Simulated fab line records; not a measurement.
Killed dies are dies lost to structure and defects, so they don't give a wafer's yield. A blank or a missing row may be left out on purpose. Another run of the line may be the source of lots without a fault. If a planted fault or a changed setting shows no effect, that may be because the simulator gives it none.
One fault through the eyes of 3 desks | flow n5 finfet | each desk has only its own numbers; what lay behind them comes last

THE METROLOGY DESK
Means of the sampled wafers that have a number, per lot and without regard to the tool the lot ran on: this is what the gauges read. A lot is out of limits, marked OUT, if its mean lies more than 4 standard deviations from the usual mean; the brackets give that distance.
Columns: A = V6_OVL at N5_BEOL_M7_OVL_MEAS_29, usual -0.2 nm
lot  | first seen here | A
L816 | day 9 11:11     | 0.1
L815 | day 9 11:14     | -0.3
L822 | day 10 12:19    | -0.5
L824 | day 10 21:08    | 0.2
L827 | day 11 22:20    | -0.2
L832 | day 13 15:26    | -0.3
L834 | day 13 15:50    | 0.1
L835 | day 13 18:59    | 0.1
L836 | day 14 00:19    | 0.3
L837 | day 14 21:08    | -0.8
L838 | day 15 02:38    | -0.8
This desk found nothing out of limits on any of the 11 lots.

THE DEFECT DESK
Lot by lot, what the route's inspections counted, given as the mean of those sampled wafers with a number. A lot is out of limits, marked OUT, if its mean lies more than 4 standard deviations from the usual mean; the brackets give that distance.
Columns: A = raw defect count at N5_BEOL_M7_INSPECT_13, usual 416
lot  | first seen here | A
L816 | day 9 06:56     | 343
L815 | day 9 07:19     | 384
L822 | day 10 11:07    | 373
L824 | day 10 20:01    | 309
L827 | day 11 21:22    | 407
L832 | day 13 14:15    | 332
L834 | day 13 14:17    | 469
L835 | day 13 18:05    | 382
L836 | day 13 20:16    | 532
L837 | day 14 20:17    | 454
L838 | day 15 01:41    | 349
This desk found nothing out of limits on any of the 11 lots.

THE TOOL OWNER'S DESK: rie diel-06
The tool's own readings at N5_BEOL_M7_ETCH_41 (etches SiCN in CH3F/O2, target depth 31.9 nm, time 57.8 s): means of the sampled wafers that have a number, for each lot that ran on this tool. A lot is out of limits, marked OUT, if its mean lies more than 4 standard deviations from the usual mean; the brackets give that distance.
Columns: A = O2_flow_sccm at N5_BEOL_M7_ETCH_41, usual 20.00 sccm; B = drypump motor current A at N5_BEOL_M7_ETCH_41, usual 5.8 A; C = oes product au at N5_BEOL_M7_ETCH_41, usual 0.77 a.u.; D = rf fwd power W at N5_BEOL_M7_ETCH_41, usual 391.3 W; E = rf vpp V at N5_BEOL_M7_ETCH_41, usual 297.6 V; F = showerhead plenum p Torr at N5_BEOL_M7_ETCH_41, usual 2.01 Torr; G = throttle valve pct at N5_BEOL_M7_ETCH_41, usual 16.28 %
lot  | first seen here | A     | B   | C    | D               | E               | F    | G
L815 | day 9 11:46     | 20.00 | 6.6 | 0.69 | 392.1           | 298.1           | 2.00 | 16.49
L822 | day 10 13:09    | 19.97 | 6.6 | 0.64 | 296.5 (-63) OUT | 326.2 (+15) OUT | 2.00 | 16.49
L824 | day 10 21:31    | 20.04 | 6.1 | 0.76 | 297.1 (-63) OUT | 324.3 (+14) OUT | 1.94 | 16.36
Finding of this desk: L822, L824 out of limits; the first was L822 at day 10 13:09, on rf fwd power W at N5_BEOL_M7_ETCH_41. Within limits: L815.

TAKEN TOGETHER
The tool owner's desk could have raised an alarm at day 10 13:09, on L822, L824.
Metrology desk: nothing out of limits seen.
The defect desk saw nothing out of limits.
The metrology desk holds a record of L822, L824, inside its limits.
The defect desk has L822, L824 on record, within its limits.
Every lot named ran N5_BEOL_M7_ETCH_41 on rie diel-06.

WHAT THE SIMULATOR PUT IN
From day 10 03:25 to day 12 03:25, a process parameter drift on rie diel-06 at N5_BEOL_M7_ETCH_41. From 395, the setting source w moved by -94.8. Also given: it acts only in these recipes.
Struck lots among those shown: L822, L824.
Delay in hours, fault start to first out-of-limits reading, by desk: the tool owner's desk at 10.
